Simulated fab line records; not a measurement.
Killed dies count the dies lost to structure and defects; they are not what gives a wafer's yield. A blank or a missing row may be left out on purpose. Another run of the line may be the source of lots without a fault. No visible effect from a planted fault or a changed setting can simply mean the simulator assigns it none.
Chamber matching | flow n5-finfet | N5_BEOL_M5_DEP_56 on pecvd-04: 3 sister chambers
The step deposits SiCN from 3MS/NH3, target thk 8 nm, time 14 s. 3 wafers are shown with their chamber, then 9 later ones without.

EACH WAFER AND ITS CHAMBER
wafer  | chamber | showerhead-vpp-V (V)
L085.1 | 2       | 899
L085.3 | 1       | 926
L085.5 | 0       | 766

WAFERS MISSING THEIR CHAMBER
wafer  | showerhead-vpp-V (V)
L087.1 | 962
L087.3 | 904
L087.4 | 763
L088.1 | 755
L088.4 | 956
L088.5 | 881
L092.2 | 895
L092.3 | 771
L092.4 | 890

WHICH CHAMBER EACH WENT THROUGH
wafer  | from the rows above     | in truth
L087.1 | can't be placed: 1 or 2 | 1
L087.3 | can't be placed: 2 or 1 | 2
L087.4 | 0                       | 0
L088.1 | 0                       | 0
L088.4 | can't be placed: 1 or 2 | 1
L088.5 | can't be placed: 2 or 1 | 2
L092.2 | can't be placed: 2 or 1 | 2
L092.3 | 0                       | 0
L092.4 | can't be placed: 2 or 1 | 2
Correctly placed: 3 of 9. Not placeable from these rows: 6 (in 6, the candidates include the true chamber). 0 placed wrongly.
How it was worked out, from the rows above alone: a wafer's distance from a chamber is the root of the sum, over the readings, of the square of ((its reading less the chamber's mean) divided by the reading's scatter). The wafer belongs to the nearest chamber; if the next one is less than 2 further off, it can't be placed. A chamber's mean is the mean of its shown wafers. The scatter: root of mean squared gap, hidden wafer to nearest shown wafer, with one shown wafer a chamber.
